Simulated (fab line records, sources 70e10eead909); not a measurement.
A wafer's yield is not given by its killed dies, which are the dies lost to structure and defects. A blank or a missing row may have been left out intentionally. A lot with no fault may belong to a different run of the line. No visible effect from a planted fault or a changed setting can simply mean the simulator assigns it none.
Which tool is to blame? / flow nandHarc / 33 wafers from 11 lots sampled at 6 of the route's 1302 steps

WHAT THE GAUGES SHOWED, per wafer
NHARC_A_CONTACT_CD_MEAS_15.
lot=L075; measured=day 23 02:34; on=cdSem-03; cdNm (nm)=189.8 189.8 190.3
lot=L077; measured=day 24 02:07; on=cdSem-03; cdNm (nm)=190.2 190.3 190.1
lot=L079; measured=day 25 02:28; on=cdSem-02; cdNm (nm)=189.4 189.9 190.0
lot=L081; measured=day 25 10:21; on=cdSem-02; cdNm (nm)=190.4 190.1 190.4
lot=L085; measured=day 26 08:04; on=cdSem-02; cdNm (nm)=190.0 190.5 189.9
lot=L083; measured=day 26 18:22; on=cdSem-01; cdNm (nm)=189.9 190.3 189.2
lot=L087; measured=day 28 05:33; on=cdSem-01; cdNm (nm)=189.7 189.3 189.4
lot=L089; measured=day 29 00:32; on=cdSem-02; cdNm (nm)=189.4 189.5 189.9
lot=L091; measured=day 29 08:35; on=cdSem-01; cdNm (nm)=190.1 190.8 190.1
lot=L093; measured=day 30 11:14; on=cdSem-02; cdNm (nm)=191.0 190.1 190.6
lot=L097; measured=day 32 08:31; on=cdSem-01; cdNm (nm)=190.6 189.7 190.3

WHAT TOOL EACH LOT RAN ON (gives the tool, then ch and the chambers of the sampled wafers, and finally the start)
lot=L075; NHARC_A_CONTACT_ETCH_50=rieDiel-04 ch 0,3, day 22 11:16 or earlier; NHARC_A_CONTACT_DESCUM_74=rieDiel-07 ch 0,3, day 22 11:16; NHARC_A_CONTACT_ETCH_126=harCapEtch-03 ch 0,1, day 22 13:17; NHARC_A_CONTACT_ETCH_106=rieDiel-07 ch 2,3, day 22 15:44; NHARC_A_CONTACT_DESCUM_13=rieDiel-09 ch 1,2,3, day 22 23:13
lot=L077; NHARC_A_CONTACT_ETCH_50=rieDiel-09 ch 2,3, day 23 14:10 or earlier; NHARC_A_CONTACT_DESCUM_74=rieDiel-09 ch 0,1,3, day 23 14:10; NHARC_A_CONTACT_ETCH_126=harCapEtch-01 ch 0,1, day 23 16:07; NHARC_A_CONTACT_ETCH_106=rieDiel-09 ch 1,2,3, day 23 18:36; NHARC_A_CONTACT_DESCUM_13=rieDiel-09 ch 0,2, day 23 22:43
lot=L079; NHARC_A_CONTACT_ETCH_50=rieDiel-09 ch 2,3, day 24 15:26 or earlier; NHARC_A_CONTACT_DESCUM_74=rieDiel-07 ch 1,2,3, day 24 15:26; NHARC_A_CONTACT_ETCH_126=harCapEtch-03 ch 0,1, day 24 17:19; NHARC_A_CONTACT_ETCH_106=rieDiel-04 ch 1,2,3, day 24 19:52; NHARC_A_CONTACT_DESCUM_13=rieDiel-07 ch 0,2,3, day 24 23:04
lot=L081; NHARC_A_CONTACT_ETCH_50=rieDiel-09 ch 1,2,3, day 24 22:21 or earlier; NHARC_A_CONTACT_DESCUM_74=rieDiel-04 ch 0,3, day 24 22:21; NHARC_A_CONTACT_ETCH_126=harCapEtch-03 ch 0,1, day 25 00:17; NHARC_A_CONTACT_ETCH_106=rieDiel-04 ch 1,2, day 25 02:49; NHARC_A_CONTACT_DESCUM_13=rieDiel-09 ch 2,3, day 25 06:59
lot=L085; NHARC_A_CONTACT_ETCH_50=rieDiel-09 ch 1,3, day 25 17:43 or earlier; NHARC_A_CONTACT_DESCUM_74=rieDiel-09 ch 0,1,3, day 25 17:43; NHARC_A_CONTACT_ETCH_126=harCapEtch-02 ch 0,1, day 25 19:40; NHARC_A_CONTACT_ETCH_106=rieDiel-07 ch 0,1,2, day 25 22:26; NHARC_A_CONTACT_DESCUM_13=rieDiel-09 ch 1,3, day 26 04:47
lot=L083; NHARC_A_CONTACT_ETCH_50=rieDiel-09 ch 1,2, day 26 07:00 or earlier; NHARC_A_CONTACT_DESCUM_74=rieDiel-04 ch 1,2,3, day 26 07:00; NHARC_A_CONTACT_ETCH_126=harCapEtch-01 ch 0,1, day 26 08:58; NHARC_A_CONTACT_ETCH_106=rieDiel-04 ch 1,2, day 26 11:28; NHARC_A_CONTACT_DESCUM_13=rieDiel-09 ch 0,1,2, day 26 15:11
lot=L087; NHARC_A_CONTACT_ETCH_50=rieDiel-04 ch 0,2,3, day 27 17:29 or earlier; NHARC_A_CONTACT_DESCUM_74=rieDiel-09 ch 0,1,3, day 27 17:29; NHARC_A_CONTACT_ETCH_126=harCapEtch-03 ch 0,1, day 27 19:26; NHARC_A_CONTACT_ETCH_106=rieDiel-07 ch 0,1,3, day 27 21:56; NHARC_A_CONTACT_DESCUM_13=rieDiel-09 ch 0,1,3, day 28 02:08
lot=L089; NHARC_A_CONTACT_ETCH_50=rieDiel-07 ch 1,2,3, day 28 12:45 or earlier; NHARC_A_CONTACT_DESCUM_74=rieDiel-07 ch 2,3, day 28 12:45; NHARC_A_CONTACT_ETCH_126=harCapEtch-02 ch 0,1, day 28 15:37; NHARC_A_CONTACT_ETCH_106=rieDiel-09 ch 0,1, day 28 18:07; NHARC_A_CONTACT_DESCUM_13=rieDiel-09 ch 1,2, day 28 21:20
lot=L091; NHARC_A_CONTACT_ETCH_50=rieDiel-09 ch 0,1,3, day 28 15:58 or earlier; NHARC_A_CONTACT_DESCUM_74=rieDiel-09 ch 1,3, day 28 15:58; NHARC_A_CONTACT_ETCH_126=harCapEtch-03 ch 0,1, day 28 17:53; NHARC_A_CONTACT_ETCH_106=rieDiel-09 ch 1,2,3, day 28 20:23; NHARC_A_CONTACT_DESCUM_13=rieDiel-04 ch 0,1,3, day 29 05:22
lot=L093; NHARC_A_CONTACT_ETCH_50=rieDiel-09 ch 0,1,3, day 29 23:46 or earlier; NHARC_A_CONTACT_DESCUM_74=rieDiel-09 ch 0,1,2, day 29 23:46; NHARC_A_CONTACT_ETCH_126=harCapEtch-03 ch 0,1, day 30 01:40; NHARC_A_CONTACT_ETCH_106=rieDiel-09 ch 0,1,3, day 30 04:13; NHARC_A_CONTACT_DESCUM_13=rieDiel-09 ch 1,2,3, day 30 07:31
lot=L097; NHARC_A_CONTACT_ETCH_50=rieDiel-09 ch 1,2, day 31 17:30 or earlier; NHARC_A_CONTACT_DESCUM_74=rieDiel-09 ch 0,3, day 31 17:30; NHARC_A_CONTACT_ETCH_126=harCapEtch-03 ch 0,1, day 31 19:28; NHARC_A_CONTACT_ETCH_106=rieDiel-09 ch 0,2,3, day 31 21:58; NHARC_A_CONTACT_DESCUM_13=rieDiel-07 ch 1,2,3, day 32 05:20
- NHARC_A_CONTACT_ETCH_50: etches the open film in CF4/CHF3, target depth 121 nm, time 60.5 s.
- NHARC_A_CONTACT_DESCUM_74: chemistry O2, time 3 s.
- NHARC_A_CONTACT_ETCH_126: etches the open film in C4F8/O2/Ar, time 197 s, target depth 1918 nm.
- NHARC_A_CONTACT_ETCH_106: etches the open film in CF4/O2, target depth 90 nm, overetch 9 nm, time 49.5 s.
- NHARC_A_CONTACT_DESCUM_13: chemistry O2, time 3 s.

THE ANSWER, worked out from the rows above alone
Rule: the lots themselves supply what counts as usual. Put in order of their means at a reading, lots are off if they are a third of the lots or fewer, leave a main group of 4 or more, and stand apart from it by a gap of 3 or more times the standard deviation of the main group's means; of several such gaps the widest counts. A main group whose means are all the same, to the digits that the tables above print for the reading, isn't used. Also off: a lot with no number at a reading for which 4 or more lots have one. Where the step has rows for the other lots, those lots are counted as sound.
None of the lots is off at any reading shown; this tells nothing.

WHAT THE SIMULATOR HAD PUT IN
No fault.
